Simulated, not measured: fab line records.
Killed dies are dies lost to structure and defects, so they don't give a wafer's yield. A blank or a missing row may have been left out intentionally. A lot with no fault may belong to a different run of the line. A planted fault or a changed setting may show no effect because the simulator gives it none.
Which of the tools did it? + flow n5 finfet + Sampling: 10 lots, 30 wafers, 5 of 1938 route steps

WHAT EACH GAUGE READ, for each wafer
N5_BEOL_M1_OVL_MEAS_29.
| lot  | measured     | on         | V0_OVL (nm)    |
|------|--------------|------------|----------------|
| L075 | day 6 17:09  | overlay-01 | -1.5 -0.3 -0.5 |
| L078 | day 7 04:50  | overlay-01 | 0.2 0.9 -0.5   |
| L081 | day 8 05:59  | overlay-01 | 0.7 0.4 0.4    |
| L083 | day 8 15:28  | overlay-01 | -0.2 -1.1 0.3  |
| L085 | day 9 03:47  | overlay-01 | -0.2 -0.9 -1.5 |
| L087 | day 9 10:44  | overlay-02 | -0.4 -1.5 -0.3 |
| L089 | day 9 21:31  | overlay-01 | 0.1 1.8 0.4    |
| L093 | day 11 00:50 | overlay-02 | -0.8 0.2 -0.4  |
| L095 | day 11 16:17 | overlay-01 | -0.2 -0.7 -1.2 |
| L097 | day 11 16:41 | overlay-01 | -0.1 -0.1 -0.2 |

WHICH TOOL RAN EACH LOT (tool, then ch and the chambers of the sampled wafers, then the start)
| lot  | N5_BEOL_M0_SAQP_ETCH_107           | N5_BEOL_M0_SAQP_DESCUM_45          | N5_BEOL_M0_SAQP_ETCH_49            | N5_BEOL_M0_ANNEAL_117        |
|------|------------------------------------|------------------------------------|------------------------------------|------------------------------|
| L075 | rie diel-02 ch 0,1,3, day 5 22:50  | rie diel-05 ch 2,3, day 6 02:56    | rie diel-05 ch 1,2,3, day 6 03:44  | pvd sputter-03, day 6 10:43  |
| L078 | rie diel-02 ch 0,2, day 6 14:17    | rie diel-02 ch 0,1,2, day 6 16:28  | rie diel-02 ch 0,2,3, day 6 17:55  | pvd sputter-02, day 6 22:07  |
| L081 | rie diel-05 ch 0,1, day 7 19:33    | rie diel-02 ch 1,2,3, day 7 21:26  | rie diel-02 ch 1,2, day 7 22:14    | pvd sputter-02, day 8 01:07  |
| L083 | rie diel-06 ch 0,1,2, day 8 00:50  | rie diel-05 ch 0,2,3, day 8 03:51  | rie diel-02 ch 2,3, day 8 04:44    | pvd sputter-01, day 8 09:49  |
| L085 | rie diel-02 ch 0,1, day 8 11:47    | rie diel-06 ch 0,1, day 8 13:19    | rie diel-06 ch 1,3, day 8 14:25    | pvd sputter-02, day 8 22:29  |
| L087 | rie diel-06 ch 1,2,3, day 8 20:41  | rie diel-06 ch 0,2,3, day 9 00:04  | rie diel-05 ch 1,3, day 9 00:52    | pvd sputter-01, day 9 05:22  |
| L089 | rie diel-06 ch 0,1, day 9 10:06    | rie diel-05 ch 1,2, day 9 11:31    | rie diel-02 ch 1,3, day 9 12:22    | pvd sputter-03, day 9 17:52  |
| L093 | rie diel-05 ch 0,1,2, day 10 06:26 | rie diel-05 ch 0,1,3, day 10 08:23 | rie diel-02 ch 0,1,2, day 10 09:12 | pvd sputter-01, day 10 19:22 |
| L095 | rie diel-02 ch 0,3, day 10 22:37   | rie diel-06 ch 2,3, day 11 00:10   | rie diel-05 ch 0,2, day 11 01:02   | pvd sputter-02, day 11 09:46 |
| L097 | rie diel-06 ch 2,3, day 11 05:19   | rie diel-06 ch 0,2,3, day 11 06:52 | rie diel-02 ch 0,2, day 11 07:49   | pvd sputter-01, day 11 10:53 |
- N5_BEOL_M0_SAQP_ETCH_107: etches SiNx in CH3F/O2, target depth 30 nm.
- N5_BEOL_M0_SAQP_DESCUM_45: chemistry O2, time 7 s.
- N5_BEOL_M0_SAQP_ETCH_49: etches SiO2 in CF4/O2, target depth 37 nm.
- N5_BEOL_M0_ANNEAL_117: time 60 s.

THE ANSWER, worked out from the rows above alone
Rule: usual is defined by the lots themselves. The widest of any qualifying gaps counts: lots, ordered by their means at a reading, are off when they make up no more than a third of the lots, leave a main group of 4 or more, and stand apart from it by 3 or more times the standard deviation of that group's means. Not used: any main group whose means are identical at the precision the tables above print for the reading. Also off: a lot with no number at a reading for which 4 or more lots have one. The other lots that the step has rows for count as sound.
Across all readings shown, no lot is off: no conclusion can be drawn from this.

WHAT THE SIMULATOR HAD PUT IN
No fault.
